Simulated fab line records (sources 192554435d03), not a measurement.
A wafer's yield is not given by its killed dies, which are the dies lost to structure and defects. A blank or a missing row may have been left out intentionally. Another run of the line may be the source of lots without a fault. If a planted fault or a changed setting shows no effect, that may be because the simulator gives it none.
fab line records    flow n5_finfet
record: lots: 7  wafers: 39
route steps=1938 shown BEOL_M12@1602 PAD_METAL@1895
start_h: the number of hours between the record's first day and the start of the first shown wafer of the lot    wait_h: hours since the lot's step before    " unchanged from the row above    L1.1+2: one row covering several wafers at once    - no value present, or no start provided    * or withheld: withheld    < > ~ a bound
route shown NAME@n: a module of which the file shows steps, and the number in the route of the first    usual: mean/standard deviation of fault-free wafers    same: alike in all rows    chamber/n: place in a boat    sites: each site's reading    _std_site: standard deviation across them    _edge_site: inner sites' mean taken away from outer sites' mean    radius_mm: how far each site lies from the wafer's centre    mask NAME#n: copy n    behind: tool/chamber where the wafer was last shaped    hold: what put the lot on hold/how long, in hours/how the hold closed    device: which transistor (n, p or np) failed to switch    end of line: tests of these same wafers at the route's end    step lacking rows: just its recipe    killed: dies lost to structure and defects at the first sort, not the wafer's yield    map: the dies of a wafer, with x for killed, . for not killed, _ for no die there
set.NAME: the run value of the setting; set.NAME@STEP: its run value at that earlier step    model.NAME: the simulator's own value behind a step, which no gauge read
lots with deliberately changed settings; one table per step, one row per wafer
== steps ==
step: N5_BEOL_M12_ILD_DEP_00
recipe: material: SiOC  target_thk_a: 6589.2  temp_c: 350  precursor: DEMS/O2  pressure_torr: 5  rf_w: 500  time_s: 130.7
lot.wafer  tool      chamber  start_h  wait_h  set.target_thk_a  model.SiOC_of_BEOL_M12_ILD_DEP_00.thk_nm
L076.1     pecvd-02  0        333.75   0.0     3493              356.6
L076.2     "         2        "        "       3493              347
L076.3     "         1        "        "       6589.2            656.8
L076.4     "         1        "        "       6589.2            664.2
L076.5     "         0        "        "       6589.2            671.2
L076.6     "         2        "        "       3493              359.8
L083.3     pecvd-03  2        369.54   0.1     6589.2            653.4
L083.4     "         0        "        "       6589.2            670.4
L083.6     "         1        "        "       6589.2            664.8
L080.1     pecvd-03  1        373.46   0.0     6589.2            661.4
L080.2     "         0        "        "       3251              336.4
L080.3     "         2        "        "       6589.2            650.6
L080.4     "         2        "        "       3251              330
L080.5     "         1        "        "       6589.2            670
L080.6     "         0        "        "       3251              340.2
L086.1     pecvd-03  2        389.87   0.0     6589.2            650.4
L086.2     "         0        "        "       6589.2            665
L086.3     "         1        "        "       4547              446.2
L086.4     "         2        "        "       4547              452
L086.5     "         0        "        "       4547              464.2
L086.6     "         1        "        "       6589.2            663
L091.1     pecvd-02  2        408.64   0.0     6589.2            654.8
L091.2     "         0        "        "       6589.2            658.8
L091.3     "         0        "        "       6589.2            671.6
L091.4     "         2        "        "       6589.2            660.8
L091.5     "         2        "        "       6589.2            664.2
L091.6     "         0        "        "       6589.2            674.4
L092.1     pecvd-03  1        422.27   0.0     6589.2            644.2
L092.2     "         0        "        "       6589.2            661.8
L092.3     "         2        "        "       6589.2            648.6
L092.4     "         0        "        "       6589.2            677.4
L092.5     "         2        "        "       6589.2            660.4
L092.6     "         1        "        "       6589.2            661.2
L095.1     pecvd-01  1        454.28   0.0     6589.2            651.4
L095.2     "         0        "        "       6589.2            653.6
L095.3     "         2        "        "       4329              423.8
L095.4     "         2        "        "       4329              436.4
L095.5     "         1        "        "       6589.2            671.2
L095.6     "         0        "        "       4329              427.4
step: N5_BEOL_M12_THK_MEAS_01
recipe: reads: SiOC_of_BEOL_M12_ILD_DEP_00
usual: M12_ILD_THK: 661/10
lot.wafer  tool           chamber  start_h  wait_h  set.target_thk_a@BEOL_M12_ILD_DEP_00  M12_ILD_THK[nm]
L076.1     film_metro-01  -        333.88   0.1     3493                                  356
L076.2     "              -        "        "       3493                                  347
L076.3     "              -        "        "       6589.2                                657
L076.4     "              -        "        "       6589.2                                664
L076.5     "              -        "        "       6589.2                                672
L076.6     "              -        "        "       3493                                  360
L083.3     film_metro-01  -        369.67   0.1     6589.2                                653
L083.4     "              -        "        "       6589.2                                670
L083.6     "              -        "        "       6589.2                                665
L080.1     film_metro-02  -        373.59   0.1     6589.2                                661
L080.2     "              -        "        "       3251                                  336
L080.3     "              -        "        "       6589.2                                650
L080.4     "              -        "        "       3251                                  330
L080.5     "              -        "        "       6589.2                                670
L080.6     "              -        "        "       3251                                  340
L086.1     film_metro-01  -        390.00   0.1     6589.2                                650
L086.2     "              -        "        "       6589.2                                665
L086.3     "              -        "        "       4547                                  446
L086.4     "              -        "        "       4547                                  452
L086.5     "              -        "        "       4547                                  464
L086.6     "              -        "        "       6589.2                                663
L091.1     film_metro-01  -        408.82   0.1     6589.2                                654
L091.2     "              -        "        "       6589.2                                658
L091.3     "              -        "        "       6589.2                                671
L091.4     "              -        "        "       6589.2                                661
L091.5     "              -        "        "       6589.2                                664
L091.6     "              -        "        "       6589.2                                674
L092.1     film_metro-02  -        422.40   0.1     6589.2                                644
L092.2     "              -        "        "       6589.2                                662
L092.3     "              -        "        "       6589.2                                649
L092.4     "              -        "        "       6589.2                                678
L092.5     "              -        "        "       6589.2                                660
L092.6     "              -        "        "       6589.2                                661
L095.1     film_metro-02  -        454.41   0.1     6589.2                                651
L095.2     "              -        "        "       6589.2                                653
L095.3     "              -        "        "       4329                                  424
L095.4     "              -        "        "       4329                                  436
L095.5     "              -        "        "       6589.2                                671
L095.6     "              -        "        "       4329                                  427
step: N5_BEOL_M12_COAT_58
recipe: resist: BARC  temp_c: 205  time_s: 60  spin_rpm: 1500  resist_thk_nm: 89
step: N5_BEOL_M12_COAT_04
recipe: spin_rpm: 1625  resist_thk_nm: 400
step: N5_BEOL_M12_DESCUM_15
recipe: chemistry: O2  time_s: 7.9  source_power_w: 50  bias_power_w: 20  pressure_mtorr: 20  rf_frequency_hz: 2.712e+07  temp_c: 40  o2_flow_sccm: 225
step: N5_BEOL_M12_ETCH_59
recipe: chemistry: N2/H2  target: BARC  target_depth_a: 890  overetch_a: 267  time_s: 67.9  ion_energy_ev: 200  pressure_mtorr: 30  source_w: 840  bias_w: 150  n2_flow_sccm: 200  h2_flow_sccm: 200
step: N5_BEOL_M12_VIA_ETCH_16
recipe: chemistry: C4F8/O2/Ar  target: SiOC  pressure_mtorr: 30  source_w: 3000  bias_w: 700  Ar_flow_sccm: 400  C4F8_flow_sccm: 15  O2_flow_sccm: 8  he_inner_torr: 15  he_outer_torr: 30  target_depth_a: 7248  time_s: withheld  ion_energy_ev: 250  ends: cleared
lot.wafer  tool         chamber  start_h  wait_h  set.target_thk_a@BEOL_M12_ILD_DEP_00  model.etch.depth_nm  model.coat_of_BEOL_M12_COAT_04.thk_nm
L076.1     rie_diel-05  1        334.36   0.0     3493                                  356.7                210.6
L076.2     "            0        "        "       3493                                  347.1                213.6
L076.3     "            3        "        "       6589.2                                656.8                121.2
L076.4     "            2        "        "       6589.2                                664.3                122.8
L076.5     "            1        "        "       6589.2                                671.2                119
L076.6     "            0        "        "       3493                                  359.7                208.8
L083.3     rie_diel-05  2        370.15   0.0     6589.2                                653.4                128.6
L083.4     "            3        "        "       6589.2                                670.4                120.2
L083.6     "            2        "        "       6589.2                                664.9                126
L080.1     rie_diel-05  0        374.07   0.0     6589.2                                661.4                121.8
L080.2     "            1        "        "       3251                                  336.4                217
L080.3     "            3        "        "       6589.2                                650.5                121.2
L080.4     "            2        "        "       3251                                  330.1                220.8
L080.5     "            2        "        "       6589.2                                670                  120.4
L080.6     "            1        "        "       3251                                  340.3                215.4
L086.1     rie_diel-05  1        390.49   0.0     6589.2                                650.3                128.6
L086.2     "            2        "        "       6589.2                                665                  124.2
L086.3     "            0        "        "       4547                                  446.2                185.8
L086.4     "            3        "        "       4547                                  452                  183.4
L086.5     "            0        "        "       4547                                  464.1                180.6
L086.6     "            3        "        "       6589.2                                662.9                120.2
L091.1     rie_diel-05  2        409.30   0.0     6589.2                                654.9                126.4
L091.2     "            3        "        "       6589.2                                658.9                122.2
L091.3     "            0        "        "       6589.2                                671.5                119.6
L091.4     "            1        "        "       6589.2                                660.8                124.2
L091.5     "            2        "        "       6589.2                                664.2                123.6
L091.6     "            1        "        "       6589.2                                674.5                120.4
L092.1     rie_diel-04  1        422.88   0.0     6589.2                                644.1                124.8
L092.2     "            3        "        "       6589.2                                661.8                116.2
L092.3     "            0        "        "       6589.2                                648.5                121.6
L092.4     "            2        "        "       6589.2                                677.5                117.6
L092.5     "            1        "        "       6589.2                                660.3                120.4
L092.6     "            2        "        "       6589.2                                661.2                123
L095.1     rie_diel-04  1        455.08   0.0     6589.2                                651.5                123.4
L095.2     "            2        "        "       6589.2                                653.6                125
L095.3     "            3        "        "       4329                                  423.7                186.8
L095.4     "            0        "        "       4329                                  436.3                185.4
L095.5     "            3        "        "       6589.2                                671.2                114.6
L095.6     "            2        "        "       4329                                  427.3                191.2
step: N5_BEOL_M12_STRIP_63
recipe: chemistry: N2/H2  power_w: 1000  temp_c: 250  h2_frac: 0.65  overash_fraction: 0.3  pressure_mtorr: 1000  n2_flow_sccm: 1750  h2_flow_sccm: 3250
usual: oes_product_au: 0.693/0.0048  strip_time_to_endpoint_s: 42.3/1
lot.wafer  tool             chamber  start_h  wait_h  set.target_thk_a@BEOL_M12_ILD_DEP_00  oes_product_au  strip_time_to_endpoint_s
L076.1     plasma_asher-01  1        334.56   -       3493                                  0.800           65.3
L076.2     "                0        "        "       3493                                  0.811           66.1
L076.3     "                0        "        "       6589.2                                0.689           42.0
L076.4     "                1        "        "       6589.2                                0.690           42.5
L076.5     "                1        "        "       6589.2                                0.701           41.4
L076.6     "                0        "        "       3493                                  0.804           64.9
L083.3     plasma_asher-01  1        370.37   -       6589.2                                0.701           44.0
L083.4     "                0        "        "       6589.2                                0.690           41.7
L083.6     "                1        "        "       6589.2                                0.704           43.3
L080.1     plasma_asher-02  0        374.27   -       6589.2                                0.702           42.2
L080.2     "                1        "        "       3251                                  0.825           67.0
L080.3     "                1        "        "       6589.2                                0.686           42.0
L080.4     "                0        "        "       3251                                  0.825           68.0
L080.5     "                1        "        "       6589.2                                0.690           41.8
L080.6     "                0        "        "       3251                                  0.813           66.6
L086.1     plasma_asher-01  0        390.69   -       6589.2                                0.695           44.0
L086.2     "                1        "        "       6589.2                                0.694           42.8
L086.3     "                1        "        "       4547                                  0.742           58.9
L086.4     "                0        "        "       4547                                  0.741           58.3
L086.5     "                0        "        "       4547                                  0.727           57.7
L086.6     "                1        "        "       6589.2                                0.690           41.8
L091.1     plasma_asher-01  1        409.50   -       6589.2                                0.702           43.4
L091.2     "                0        "        "       6589.2                                0.695           42.3
L091.3     "                0        "        "       6589.2                                0.689           41.6
L091.4     "                1        "        "       6589.2                                0.698           42.8
L091.5     "                0        "        "       6589.2                                0.700           42.6
L091.6     "                1        "        "       6589.2                                0.694           41.8
L092.1     plasma_asher-02  1        423.08   -       6589.2                                0.686           43.0
L092.2     "                0        "        "       6589.2                                0.693           40.7
L092.3     "                1        "        "       6589.2                                0.687           42.1
L092.4     "                0        "        "       6589.2                                0.691           41.0
L092.5     "                1        "        "       6589.2                                0.691           41.8
L092.6     "                0        "        "       6589.2                                0.689           42.5
L095.1     plasma_asher-02  0        455.39   -       6589.2                                0.695           42.6
L095.2     "                1        "        "       6589.2                                0.689           43.0
L095.3     "                0        "        "       4329                                  0.736           59.2
L095.4     "                1        "        "       4329                                  0.736           58.9
L095.5     "                0        "        "       6589.2                                0.696           40.2
L095.6     "                1        "        "       4329                                  0.757           60.4
step: N5_PASSIVATION_SPUTTER_20
recipe: material: TaN  target_thk_a: 500  temp_c: 25  chamber_pressure_pa: 0.4
lot.wafer  tool            chamber  start_h  wait_h  set.target_thk_a  model.TaN_of_PASSIVATION_SPUTTER_20.thk_nm
L076.1+3   pvd_sputter-03  -        371.73   0.0     702.8             69.8
L076.2     "               -        "        "       702.8             69.2
L076.4+5   "               -        "        "       500               49.8
L076.6     "               -        "        "       500               49.6
L083.3     pvd_sputter-02  -        402.01   0.0     500               49
L083.4     "               -        "        "       500               49.2
L083.6     "               -        "        "       500               49.4
L080.1+5   pvd_sputter-02  -        406.49   0.0     400.7             40.6
L080.2     "               -        "        "       400.7             40.4
L080.3+4   "               -        "        "       500               50.2
L080.6     "               -        "        "       500               50.6
L086.1+5   pvd_sputter-02  -        427.79   0.0     500               50.2
L086.2+6   "               -        "        "       697               70
L086.3     "               -        "        "       697               69.6
L086.4     "               -        "        "       500               49.8
L091.1     pvd_sputter-01  -        444.38   0.0     500               50.2
L091.2+6   "               -        "        "       500               49.8
L091.3     "               -        "        "       500               49.2
L091.4     "               -        "        "       500               50
L091.5     "               -        "        "       500               49.4
L092.1+5   pvd_sputter-01  -        454.74   0.0     603.7             60.2
L092.2     "               -        "        "       500               50.4
L092.3     "               -        "        "       603.7             61
L092.4     "               -        "        "       500               49.8
L092.6     "               -        "        "       500               50.2
L095.1+5   pvd_sputter-01  -        494.70   0.0     500               50.2
L095.2+6   "               -        "        "       500               49.8
L095.3     "               -        "        "       500               50.6
L095.4     "               -        "        "       500               49.6
== key ==
split: step: N5_BEOL_M12_ILD_DEP_00  setting: target_thk_a  stated: 6589.2  by: wafer
response: step: N5_BEOL_M12_ILD_DEP_00  reading: model.SiOC_of_BEOL_M12_ILD_DEP_00.thk_nm  change: +6.55  per: 1%  r: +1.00
response: step: N5_BEOL_M12_THK_MEAS_01  reading: M12_ILD_THK  change: +6.55  per: 1%  r: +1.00
response: step: N5_BEOL_M12_VIA_ETCH_16  reading: model.etch.depth_nm  change: +6.55  per: 1%  r: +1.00
response: step: N5_BEOL_M12_VIA_ETCH_16  reading: model.coat_of_BEOL_M12_COAT_04.thk_nm  change: -1.92  per: 1%  r: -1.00
response: step: N5_BEOL_M12_STRIP_63  reading: oes_product_au  change: -0.00214  per: 1%  r: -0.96
response: step: N5_BEOL_M12_STRIP_63  reading: strip_time_to_endpoint_s  change: *  per: 1%  r: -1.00
split: step: N5_PASSIVATION_SPUTTER_20  setting: target_thk_a  stated: 500  by: wafer
response: step: N5_PASSIVATION_SPUTTER_20  reading: model.TaN_of_PASSIVATION_SPUTTER_20.thk_nm  change: +0.496  per: 1%  r: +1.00
